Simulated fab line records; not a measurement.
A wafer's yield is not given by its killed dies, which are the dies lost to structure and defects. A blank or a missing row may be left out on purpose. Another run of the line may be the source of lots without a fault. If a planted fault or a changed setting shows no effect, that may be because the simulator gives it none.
fab line records | flow nandHarc
[record] lots = 12 | wafers = 36 | lastDay = 32
route steps=1302 shown P_M1@300 P_M2@326 END@1302
lots untouched by any fault: they come from a run of this same line in which no faults occurred
startH: start of the lot's first displayed wafer, in hours after the record's first day | waitH: hours since the lot's step before | " unchanged from the row above | L1.1+2: one row covering several wafers at once | - no value, or no start was given | * or withheld: withheld | < > ~ a bound
route shown NAME@n: a module of which the file shows steps, and the number in the route of the first | usual: mean/standard deviation of fault-free wafers | same: alike in all rows | chamber/n: place in a boat | sites: each site's reading | _std_site: standard deviation of those values | _edge_site: the outer-site mean with the inner-site mean subtracted | radiusMm: for every site, how far away it sits from the centre of the wafer | mask NAME#n: copy n | behind: the last tool/chamber to shape the wafer | hold: cause of the lot's hold/its duration in hours/its outcome | device: whichever transistor did not switch (one of n, p or np) | end of line: the same wafers' tests at the end of the route | a step given without rows: its recipe and nothing more | killed: at the first sort, the dies lost to defects and structure; wafer yield is something else | map: shows each die of a wafer: x if killed, . if not, _ if none is there
set.NAME: setting as actually run; set.NAME@STEP: the setting as run at that earlier step | model.NAME: the simulator's own value behind a step, which no gauge read
route steps across a sampled set of lots; one table per step, one row per wafer
services: from which hour (startH, from the record's first day; less than 0 if before it) a tool's chamber was out of use, for how many hours, and why
[[steps]]
[step NHARC_P_M1_ETCH_15]
[recipe] targetDepthA = 1825 | timeS = 91.2 | c4f8FlowSccm = withheld | arFlowSccm = 400 | rfW = 600 | biasW = 300 | chemistry = C4F8/Ar
[usual] oesProductAu = 0.950/0.021 | rfVppV = 441/3.1
lot.wafer | tool       | chamber | startH | waitH | oesProductAu | rfHoursCounterH | rfVppV
L957.1    | rieDiel-02 | 1       | -      | -     | 0.963        | 7.1             | 444
L957.2    | "          | 2       | "      | "     | 0.947        | 7.9             | 446
L957.4    | "          | 0       | "      | "     | 0.975        | 7.2             | 440
L956.2    | rieDiel-11 | 0       | -      | -     | 0.971        | 3.7             | 437
L956.1    | "          | 1       | "      | "     | 0.959        | 3.6             | 440
L956.5    | "          | 3       | "      | "     | 0.975        | -               | 445
L959.4    | rieDiel-02 | 0       | -      | -     | 0.991        | 10.3            | 439
L959.2    | "          | 1       | "      | "     | 0.981        | 9.9             | 443
L959.5    | "          | 2       | "      | "     | 0.958        | -               | 445
L964.3    | rieDiel-11 | 2       | -      | -     | 0.925        | 7.8             | 444
L964.2    | "          | 0       | "      | "     | 0.931        | 8.2             | 438
L964.5    | "          | 1       | "      | "     | 0.918        | -               | 438
L963.4    | rieDiel-11 | 3       | -      | -     | 0.932        | 6.3             | 444
L963.5    | "          | 0       | "      | "     | 0.931        | -               | 437
L963.6    | "          | 1       | "      | "     | 0.920        | -               | 440
L966.2    | rieDiel-02 | 0       | -      | -     | 0.989        | 1.3             | 441
L966.3    | "          | 1       | "      | "     | 0.997        | 0.9             | 444
L966.6    | "          | 3       | "      | "     | 0.963        | -               | 436
L967.3    | rieDiel-02 | 2       | -      | -     | 0.941        | 1.7             | 444
L967.1    | "          | 3       | "      | "     | 0.952        | 2.1             | 439
L967.4    | "          | 0       | "      | "     | 0.958        | -               | 441
L972.2    | rieDiel-11 | 2       | -      | -     | 0.960        | 2.1             | 443
L972.3    | "          | 3       | "      | "     | 0.950        | 2.2             | 444
L972.6    | "          | 2       | "      | "     | 0.960        | -               | 443
L973.2    | rieDiel-11 | 2       | -      | -     | 0.977        | 2.6             | 442
L973.3    | "          | 3       | "      | "     | 0.948        | 2.7             | 445
L973.5    | "          | 3       | "      | "     | 0.951        | -               | 444
L974.2    | rieDiel-02 | 0       | -      | -     | 0.983        | 7.5             | 440
L974.3    | "          | 2       | "      | "     | 0.942        | 7.5             | 445
L974.6    | "          | 3       | "      | "     | 0.968        | -               | 437
L975.4    | rieDiel-02 | 3       | -      | -     | 0.914        | 8.2             | 436
L975.3    | "          | 1       | "      | "     | 0.938        | 4.1             | 443
L975.1    | "          | 2       | "      | "     | 0.912        | 8.0             | 445
L977.4    | rieDiel-11 | 3       | -      | -     | 0.968        | 5.9             | 445
L977.2    | "          | 2       | "      | "     | 0.960        | 5.5             | 442
L977.6    | "          | 3       | "      | "     | 0.964        | -               | 444
[step NHARC_P_M2_PEB_07]
[recipe] pebTempC = 100 | pebTimeS = 65
[usual] heaterPowerTotalW = 156.7/0.39
lot.wafer | tool          | chamber | startH | waitH | heaterPowerTotalW
L957.1    | lithoTrack-04 | 0       | 142.95 | 0.1   | 156.6
L957.2    | "             | 0       | "      | "     | 156.7
L957.4    | "             | 0       | "      | "     | 156.9
L956.1    | lithoTrack-01 | 0       | 143.95 | 0.1   | 156.7
L956.2    | "             | 0       | "      | "     | 156.6
L956.5    | "             | 0       | "      | "     | 156.2
L959.2    | lithoTrack-04 | 0       | 168.48 | 0.1   | 157.2
L959.4    | "             | 0       | "      | "     | 156.6
L959.5    | "             | 0       | "      | "     | 157.1
L964.2    | lithoTrack-04 | 0       | 219.63 | 0.1   | 156.7
L964.3    | "             | 0       | "      | "     | 157.1
L964.5    | "             | 0       | "      | "     | 156.6
L963.4    | lithoTrack-04 | 0       | 220.10 | 0.0   | 157.2
L963.5    | "             | 0       | "      | "     | 196.8
L963.6    | "             | 0       | "      | "     | 156.7
L966.2    | lithoTrack-04 | 0       | 243.61 | 0.1   | 196.6
L966.3    | "             | 0       | "      | "     | 156.9
L966.6    | "             | 0       | "      | "     | 156.6
L967.1    | lithoTrack-06 | 0       | 249.22 | 0.1   | 156.2
L967.3    | "             | 0       | "      | "     | 156.6
L967.4    | "             | 0       | "      | "     | 157.1
L972.2    | lithoTrack-01 | 0       | 305.92 | 0.1   | 157.2
L972.3    | "             | 0       | "      | "     | 156.1
L972.6    | "             | 0       | "      | "     | 157.2
L973.2    | lithoTrack-04 | 0       | 309.85 | 0.1   | 156.9
L973.3    | "             | 0       | "      | "     | 156.6
L973.5    | "             | 0       | "      | "     | 157.1
L974.2    | lithoTrack-06 | 0       | 323.22 | 0.1   | 156.8
L974.3    | "             | 0       | "      | "     | 157.1
L974.6    | "             | 0       | "      | "     | 156.4
L975.1    | lithoTrack-01 | 0       | 328.23 | 0.1   | 156.4
L975.3    | "             | 0       | "      | "     | 156.9
L975.4    | "             | 0       | "      | "     | 156.5
L977.2    | lithoTrack-01 | 0       | 348.68 | 0.1   | 157.1
L977.4    | "             | 0       | "      | "     | 156.8
L977.6    | "             | 0       | "      | "     | 156.8
[step NHARC_P_M2_CD_MEAS_09]
[recipe] targetCdNm = 170 | landingEnergyEv = 500
[usual] cdNm = 169.7/0.64
lot.wafer | tool     | chamber | startH | waitH | cdNm
L957.1    | cdSem-03 | 0       | 143.03 | -     | 168.8
L957.2    | "        | 0       | "      | "     | 169.6
L957.4    | "        | 0       | "      | "     | 169.7
L956.1    | cdSem-03 | 0       | 144.03 | -     | 170.0
L956.2    | "        | 0       | "      | "     | 169.6
L956.5    | "        | 0       | "      | "     | 170.3
L959.2    | cdSem-01 | 0       | 168.56 | -     | 170.2
L959.4    | "        | 0       | "      | "     | 170.8
L959.5    | "        | 0       | "      | "     | 170.5
L964.2    | cdSem-02 | 0       | 219.71 | -     | 170.2
L964.3    | "        | 0       | "      | "     | 170.8
L964.5    | "        | 0       | "      | "     | 170.3
L963.4    | cdSem-03 | 0       | 220.19 | -     | 169.9
L963.5    | "        | 0       | "      | "     | 154.1
L963.6    | "        | 0       | "      | "     | 168.4
L966.2    | cdSem-01 | 0       | 243.69 | -     | 154.7
L966.3    | "        | 0       | "      | "     | 170.3
L966.6    | "        | 0       | "      | "     | 169.6
L967.1    | cdSem-02 | 0       | 249.30 | -     | 170.2
L967.3    | "        | 0       | "      | "     | 170.3
L967.4    | "        | 0       | "      | "     | 169.7
L972.2    | cdSem-03 | 0       | 306.00 | -     | 169.4
L972.3    | "        | 0       | "      | "     | 169.5
L972.6    | "        | 0       | "      | "     | 169.3
L973.2    | cdSem-03 | 0       | 309.93 | -     | 169.8
L973.3    | "        | 0       | "      | "     | 169.6
L973.5    | "        | 0       | "      | "     | 170.1
L974.2    | cdSem-02 | 0       | 323.30 | -     | 170.0
L974.3    | "        | 0       | "      | "     | 168.8
L974.6    | "        | 0       | "      | "     | 170.2
L975.1    | cdSem-01 | 0       | 328.31 | -     | 167.9
L975.3    | "        | 0       | "      | "     | 168.4
L975.4    | "        | 0       | "      | "     | 168.7
L977.2    | cdSem-01 | 0       | 348.76 | -     | 169.3
L977.4    | "        | 0       | "      | "     | 171.0
L977.6    | "        | 0       | "      | "     | 169.4
[step NHARC_P_M2_INSPECT_11]
[usual] rawDefectCount = 4.3/2.4
lot.wafer | tool             | chamber | startH | waitH | rawDefectCount
L957.1    | defectInspect-02 | -       | 143.16 | 0.0   | 3
L957.2    | "                | -       | "      | "     | 3
L957.4    | "                | -       | "      | "     | 6
L956.1    | defectInspect-02 | -       | 144.15 | 0.0   | 4
L956.2    | "                | -       | "      | "     | 4
L956.5    | "                | -       | "      | "     | 2
L959.2    | defectInspect-01 | -       | 168.69 | 0.0   | 4
L959.4    | "                | -       | "      | "     | 3
L959.5    | "                | -       | "      | "     | 6
L964.2    | defectInspect-01 | -       | 219.83 | 0.0   | 8
L964.3    | "                | -       | "      | "     | 3
L964.5    | "                | -       | "      | "     | 5
L963.4    | defectInspect-01 | -       | 220.31 | 0.0   | 2
L963.5    | "                | -       | "      | "     | 4
L963.6    | "                | -       | "      | "     | 3
L966.2    | defectInspect-01 | -       | 243.82 | 0.0   | 6
L966.3    | "                | -       | "      | "     | 6
L966.6    | "                | -       | "      | "     | 3
L967.1    | defectInspect-02 | -       | 249.43 | 0.0   | 4
L967.3    | "                | -       | "      | "     | 4
L967.4    | "                | -       | "      | "     | 3
L972.2    | defectInspect-02 | -       | 306.12 | 0.0   | 9
L972.3    | "                | -       | "      | "     | 7
L972.6    | "                | -       | "      | "     | 7
L973.2    | defectInspect-02 | -       | 310.06 | 0.0   | 3
L973.3    | "                | -       | "      | "     | 4
L973.5    | "                | -       | "      | "     | 9
L974.2    | defectInspect-01 | -       | 323.43 | 0.0   | 2
L974.3    | "                | -       | "      | "     | 6
L974.6    | "                | -       | "      | "     | 3
L975.1    | defectInspect-02 | -       | 328.44 | 0.0   | 5
L975.3    | "                | -       | "      | "     | 3
L975.4    | "                | -       | "      | "     | 5
L977.2    | defectInspect-01 | -       | 348.89 | 0.0   | 0
L977.4    | "                | -       | "      | "     | 4
L977.6    | "                | -       | "      | "     | 3
[step NHARC_P_M2_STRIP_18]
[recipe] powerW = 1000 | n2FlowSccm = 150 | h2FlowSccm = 150 | arFlowSccm = 0 | biasW = 0 | chemistry = N2/H2
[usual] drypumpMotorCurrentA = 5.5/0.55 | oesProductAu = 1.003/0.0095 | rfVppV = 90.9/1 | showerheadPlenumPTorr = 2.07/0.098 | throttleValvePct = 14.171/0.0085
lot.wafer | tool       | chamber | startH | waitH | drypumpMotorCurrentA | oesProductAu | rfHoursCounterH | rfVppV | showerheadPlenumPTorr | throttleValvePct
L957.2    | rieDiel-10 | 1       | 143.63 | 0.1   | 5.4                  | 0.999        | 4.2             | 90.2   | 1.92                  | 14.164
L957.4    | "          | 2       | "      | "     | 5.0                  | 1.005        | 2.7             | 92.0   | 2.19                  | 14.181
L957.1    | "          | 3       | "      | "     | 5.2                  | 0.990        | 5.3             | 91.7   | 2.20                  | 14.160
L956.2    | rieDiel-10 | 3       | 144.62 | 0.1   | 5.2                  | 0.989        | 5.4             | 91.9   | 2.19                  | 14.176
L956.1    | "          | 1       | "      | "     | 5.4                  | 1.009        | 4.3             | 91.2   | 1.92                  | 14.177
L956.5    | "          | 3       | "      | "     | 5.1                  | 0.990        | -               | 92.8   | 2.19                  | 14.174
L959.4    | rieDiel-10 | 2       | 169.18 | 0.1   | 5.0                  | 1.001        | 4.3             | 90.3   | 2.19                  | 14.168
L959.2    | "          | 3       | "      | "     | 5.2                  | 0.982        | 7.2             | 92.8   | 2.19                  | 14.175
L959.5    | "          | 0       | "      | "     | 6.7                  | 0.991        | -               | 90.8   | 2.02                  | 14.179
L964.3    | rieDiel-10 | 0       | 220.27 | 0.1   | 6.7                  | 0.999        | 10.3            | 92.2   | 2.02                  | 14.179
L964.2    | "          | 2       | "      | "     | 5.0                  | 1.015        | 7.6             | 92.6   | 2.19                  | 14.173
L964.5    | "          | 3       | "      | "     | 5.1                  | 0.997        | -               | 91.5   | 2.19                  | 14.177
L963.4    | rieDiel-09 | 2       | 220.82 | 0.1   | 5.4                  | 1.012        | 2.7             | 91.6   | 2.15                  | 14.163
L963.5    | "          | 3       | "      | "     | 4.9                  | 0.999        | -               | 91.3   | 2.13                  | 14.168
L963.6    | "          | 0       | "      | "     | 5.5                  | 1.002        | -               | 92.2   | 1.94                  | 14.173
L966.2    | rieDiel-09 | 3       | 244.31 | 0.1   | 4.9                  | 1.002        | 4.0             | 91.4   | 2.13                  | 14.189
L966.3    | "          | 0       | "      | "     | 5.6                  | 1.003        | 4.0             | 89.3   | 1.94                  | 14.173
L966.6    | "          | 2       | "      | "     | 5.3                  | 1.015        | -               | 91.9   | 2.15                  | 14.171
L967.4    | rieDiel-08 | 0       | 249.87 | 0.1   | 5.1                  | 1.009        | 2.3             | 90.3   | 1.98                  | 14.173
L967.3    | "          | 1       | "      | "     | 6.1                  | 0.989        | 2.0             | 92.0   | 2.07                  | 14.152
L967.1    | "          | 3       | "      | "     | 5.3                  | 0.986        | 2.7             | 89.4   | 2.08                  | 14.167
L972.3    | rieDiel-10 | 2       | 306.56 | 0.1   | 5.0                  | 1.014        | 3.3             | 91.4   | 2.19                  | 14.144
L972.2    | "          | 1       | "      | "     | 5.4                  | 0.995        | 2.9             | 90.5   | 1.92                  | 14.171
L972.6    | "          | 2       | "      | "     | 5.0                  | 1.002        | -               | 91.0   | 2.19                  | 14.180
L973.2    | rieDiel-10 | 2       | 310.52 | 0.1   | 5.0                  | 1.015        | 3.4             | 93.1   | 2.19                  | 14.159
L973.3    | "          | 0       | "      | "     | 6.6                  | 1.017        | 4.2             | 90.3   | 2.02                  | 14.164
L973.5    | "          | 1       | "      | "     | 5.4                  | 0.983        | -               | 89.1   | 1.92                  | 14.166
L974.2    | rieDiel-10 | 3       | 323.87 | 0.1   | 5.2                  | 1.004        | 5.3             | 91.2   | 2.19                  | 14.173
L974.3    | "          | 1       | "      | "     | 5.5                  | 0.989        | 4.0             | 90.5   | 1.92                  | 14.172
L974.6    | "          | 3       | "      | "     | 5.2                  | 1.008        | -               | 91.2   | 2.19                  | 14.176
L975.3    | rieDiel-10 | 3       | 328.88 | 0.1   | 5.2                  | 1.005        | 5.4             | 88.8   | 2.19                  | 14.180
L975.4    | "          | 0       | "      | "     | 6.7                  | 1.017        | 5.3             | 90.1   | 2.02                  | 14.168
L975.1    | "          | 2       | "      | "     | 5.0                  | 1.004        | 4.2             | 90.6   | 2.19                  | 14.178
L977.4    | rieDiel-08 | 0       | 349.33 | 0.1   | 5.1                  | 1.005        | 6.5             | 88.8   | 1.97                  | 14.170
L977.2    | "          | 3       | "      | "     | 5.3                  | 1.001        | 7.9             | 89.2   | 2.07                  | 14.162
L977.6    | "          | 0       | "      | "     | 5.1                  | 1.010        | -               | 90.0   | 1.98                  | 14.162
[step NHARC_END_SORT_01]
[recipe] tempC = 25
[usual] defectLimitedYield = 91.3/2.2 | killedAtArray = 55/15 | killedAtOther = 1.0/1.2 | killedAtPeriphery = 3.4/2.2 | killedDies = 59/15 | killedOpen = 3.2/2 | killedShort = 2.5/1.7
[same] grossDies = 677
lot.wafer | tool      | chamber | startH | waitH | defectLimitedYield[%] | killedAtArray | killedAtOther | killedAtPeriphery | killedDies | killedOpen | killedShort
L963.5    | prober-01 | 0       | 657.67 | 3.7   | 88.9                  | 69            | 0             | 6                 | 75         | 4          | 3
L966.2    | prober-02 | 0       | 678.39 | 2.8   | 86.6                  | 81            | 0             | 10                | 91         | 1          | 3
L967.1    | prober-01 | 0       | 696.22 | 2.5   | 91.9                  | 54            | 1             | 0                 | 55         | 4          | 0
L967.3    | prober-01 | 0       | 697.82 | 3.1   | 89.5                  | 66            | 0             | 5                 | 71         | 4          | 6
L967.4    | prober-01 | 0       | 698.62 | 3.4   | 90.7                  | 60            | 2             | 1                 | 63         | 4          | 1
// killed by level:class
L963.5 A_SLIT:chamberFilmFlake=32 A_CHANNEL_HOLE_D1:chamberFilmFlake=13 A_CHANNEL_HOLE_D2:chamberFilmFlake=11 P_M2:areaPeb=5 A_DECK1_JOINT:chamberFilmFlake=2 A_WL_FILL:chamberFilmFlake=2 A_ONON_D1:geometricParticle:short=1 A_ONON_D1:geometricParticle:open=1
L966.2 A_SLIT:chamberFilmFlake=37 A_CHANNEL_HOLE_D1:chamberFilmFlake=34 P_GATE:chamberFilmFlake=6 A_STAIRCASE:chamberFilmFlake=5 P_M2:areaPeb=4 A_CHANNEL_FILL_D1:geometricParticle:short=1 A_DECK1_JOINT:geometricParticle:short=1 A_CHANNEL_HOLE_D2:geometricParticle:short=1
L967.1 A_SLIT:chamberFilmFlake=31 A_CHANNEL_HOLE_D1:chamberFilmFlake=7 A_CHANNEL_FILL_D2:chamberFilmFlake=4 A_ONON_D1:geometricParticle:open=2 A_CHANNEL_FILL_D1:chamberFilmFlake=2 A_STAIRCASE:chamberFilmFlake=2 A_CHANNEL_FILL_D1:geometricParticle:open=1 A_DECK1_JOINT:geometricParticle:open=1
L967.3 A_SLIT:chamberFilmFlake=32 A_CHANNEL_HOLE_D1:chamberFilmFlake=7 A_CHANNEL_FILL_D2:chamberFilmFlake=7 A_STAIRCASE:chamberFilmFlake=5 A_ONON_D1:geometricParticle:open=2 A_ONON_D1:geometricParticle:short=2 A_CONTACT:chamberFilmFlake=2 P_GATE:chamberFilmFlake=2
L967.4 A_SLIT:chamberFilmFlake=33 A_CONTACT:chamberFilmFlake=10 A_CHANNEL_HOLE_D1:chamberFilmFlake=8 A_STAIRCASE:chamberFilmFlake=4 A_CHANNEL_FILL_D1:geometricParticle:open=2 THIN_TSV:chamberFilmFlake=2 A_ONON_D1:geometricParticle:open=1 A_SGD_CUT:geometricParticle:open=1
[[services]]
tool          | chamber | startH | hours | kind
rieDiel-10    | 0       | 123.50 | -     | clean
rieDiel-11    | 3       | 142.90 | 17.4  | repair
rieDiel-09    | -       | 143.10 | 9.0   | pm
rieDiel-08    | 3       | 144.36 | 9.3   | repair
rieDiel-08    | 2       | 149.44 | 7.8   | repair
lithoTrack-01 | -       | 155.00 | 7.0   | pm
rieDiel-08    | 1       | 158.60 | 9.4   | repair
lithoTrack-06 | -       | 179.00 | 7.0   | pm
rieDiel-02    | 1       | 182.95 | 24.7  | repair
rieDiel-08    | -       | 190.80 | 9.0   | pm
lithoTrack-04 | -       | 203.00 | 7.0   | pm
rieDiel-02    | -       | 216.70 | 9.0   | pm
rieDiel-10    | 1       | 216.80 | 14.7  | repair
rieDiel-09    | -       | 230.52 | 0.2   | repair
rieDiel-10    | -       | 242.50 | 9.0   | pm
rieDiel-02    | 1       | 242.68 | 32.1  | repair
rieDiel-11    | 3       | 248.56 | 4.0   | repair
rieDiel-11    | -       | 255.50 | 9.0   | pm
rieDiel-11    | -       | 273.63 | 3.5   | repair
rieDiel-11    | 1       | 300.14 | 4.8   | repair
rieDiel-09    | -       | 320.10 | 9.0   | pm
lithoTrack-01 | -       | 330.00 | 7.0   | pm
rieDiel-11    | 0       | 336.52 | 3.0   | repair
rieDiel-10    | 2       | 342.09 | 7.5   | repair
[[key]]
[firstSign] step = NHARC_P_M2_PEB_07 | reading = heaterPowerTotalW | direction = up | sigmas = 99+ | usual = * | struck = *
[effect] step = NHARC_P_M2_CD_MEAS_09 | reading = cdNm | direction = down | sigmas = 24 | usual = 169.7 | struck = 154.4
metAt NHARC_P_M2_PEB_07
struckLots L963,L966
struckWafers L963.5,L966.2
notActingAt NHARC_P_M1_ETCH_15,NHARC_P_M2_INSPECT_11,NHARC_P_M2_STRIP_18
onsetBetween 219.63 220.10
[fault] kind = processParameterDrift | tool = lithoTrack-04 | chamber = - | onsetH = 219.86 | steps = NHARC_P_M2_PEB_07 | channel = pebTimeS | offset = * | shape = step | endH = 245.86 | scope = struckWafersOnly | actsIn = * | stated = *
